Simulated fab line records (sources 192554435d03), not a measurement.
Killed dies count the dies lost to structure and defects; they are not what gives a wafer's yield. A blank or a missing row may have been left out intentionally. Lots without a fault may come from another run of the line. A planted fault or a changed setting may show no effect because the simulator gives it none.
Split-lot trial ; flow n5Finfet ; 39 wafers read across 7 lots, on a route 1938 steps long

== THE SPLIT ITSELF ==
At N5_SPACER0_ALD_07 (deposits SiNx, target thk 2 nm), the setting targetThkA was moved away from the recipe's 20 angstrom on 12 of the 39 wafers read, by -48.0% to +23.6%. All remaining wafers had this setting at the recipe value.

The split's own step is where the reading is taken.

== THE READING ==
SiNx_of_SPACER0_ALD_07.thkNm (the simulator's own value, which no gauge read), in nm, at N5_SPACER0_ALD_07 (deposits SiNx, target thk 2 nm). No usual value for it is given in the file.

wafer;tool, chamber at the split;targetThkA as run, angstrom;against the recipe;SiNx_of_SPACER0_ALD_07.thkNm, nm;against lot-mates on the recipe
L082.1;aldSin-01, 1,0,2,3,3,0;20;recipe;2;-
L082.2;aldSin-01, 1,0,2,3,3,0;20;recipe;2;-
L082.3;aldSin-01, 1,0,2,3,3,0;20;recipe;2;-
L082.4;aldSin-01, 1,0,2,3,3,0;20;recipe;2;-
L082.5;aldSin-01, 1,0,2,3,3,0;20;recipe;2;-
L082.6;aldSin-01, 1,0,2,3,3,0;20;recipe;2;-
L087.1;aldSin-04, 0,2,2;20;recipe;2;-
L087.3;aldSin-04, 0,2,2;20;recipe;2;-
L087.5;aldSin-04, 0,2,2;20;recipe;2;-
L087.2;aldSin-04, 3,1,1;24.71;+23.6%;2.4;+0.4
L087.4;aldSin-04, 3,1,1;24.71;+23.6%;2.4;+0.4
L087.6;aldSin-04, 3,1,1;24.71;+23.6%;2.4;+0.4
L088.1;aldSin-01, 2,3,3;20;recipe;2;-
L088.3;aldSin-01, 2,3,3;20;recipe;2;-
L088.6;aldSin-01, 2,3,3;20;recipe;2;-
L091.1;aldSin-04, 1,0,0;20;recipe;2;-
L091.2;aldSin-04, 1,0,0;20;recipe;2;-
L091.5;aldSin-04, 1,0,0;20;recipe;2;-
L091.3;aldSin-04, 3,2,1;10.41;-48.0%;1;-1.0
L091.4;aldSin-04, 3,2,1;10.41;-48.0%;1;-1.0
L091.6;aldSin-04, 3,2,1;10.41;-48.0%;1;-1.0
L093.1;aldSin-01, 2,3,1;20;recipe;2;-
L093.2;aldSin-01, 2,3,1;20;recipe;2;-
L093.3;aldSin-01, 2,3,1;20;recipe;2;-
L093.4;aldSin-01, 0,3,0;16.41;-17.9%;1.6;-0.4
L093.5;aldSin-01, 0,3,0;16.41;-17.9%;1.6;-0.4
L093.6;aldSin-01, 0,3,0;16.41;-17.9%;1.6;-0.4
L094.1;aldSin-03, 2,2,1;15.53;-22.4%;1.6;-0.4
L094.5;aldSin-03, 2,2,1;15.53;-22.4%;1.6;-0.4
L094.6;aldSin-03, 2,2,1;15.53;-22.4%;1.6;-0.4
L094.2;aldSin-03, 1,0,3;20;recipe;2;-
L094.3;aldSin-03, 1,0,3;20;recipe;2;-
L094.4;aldSin-03, 1,0,3;20;recipe;2;-
L096.1;aldSin-03, 3,1,0,2,1,0;20;recipe;2;-
L096.2;aldSin-03, 3,1,0,2,1,0;20;recipe;2;-
L096.3;aldSin-03, 3,1,0,2,1,0;20;recipe;2;-
L096.4;aldSin-03, 3,1,0,2,1,0;20;recipe;2;-
L096.5;aldSin-03, 3,1,0,2,1,0;20;recipe;2;-
L096.6;aldSin-03, 3,1,0,2,1,0;20;recipe;2;-
Rows listing several chambers each stand for several wafers; the file does not say which wafer went through which chamber.

THE FIT
A straight line over all 39 wafers: SiNx_of_SPACER0_ALD_07.thkNm changes by +0.0198 nm for each +1% of targetThkA; r = +1.00; the points scatter about the line by 0.028 nm.
The same after taking each lot's own level away (the mean of its wafers on the recipe; 39 wafers): +0.0198 nm for each +1%; r = +1.00; scatter 0.028 nm.
According to that fit, moving targetThkA by its largest amount changes the reading by 0.95 nm.
The lots' own levels span 2.00 to 2.00 nm.
So the lot-to-lot level changes the slope little: the two slopes agree.
Check: -0.95 nm against its lot-mates is what the line predicts for one of the wafers moved furthest among these (-48.0%) when that wafer is left out of the fit. It came out at -1 nm against them.

== THESE WAFERS: OTHER SPLITS ==
These wafers also went through other splits before the reading. Each is held against what the fit with the lots' levels taken away leaves over:
other split on the same wafers;wafers away from the commonest value;r with SiNx_of_SPACER0_ALD_07.thkNm (lot level and that fit taken away)
N5_FIN_SAQP_HM_DEP_03 timeS;15;+0.31
N5_STI_FIN_REVEAL_ETCHBACK_08 timeS;15;-0.01

== FILE'S OWN FIT ==
SiNx_of_SPACER0_ALD_07.thkNm changes by +0.02 nm for each +1% of targetThkA, r = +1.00.
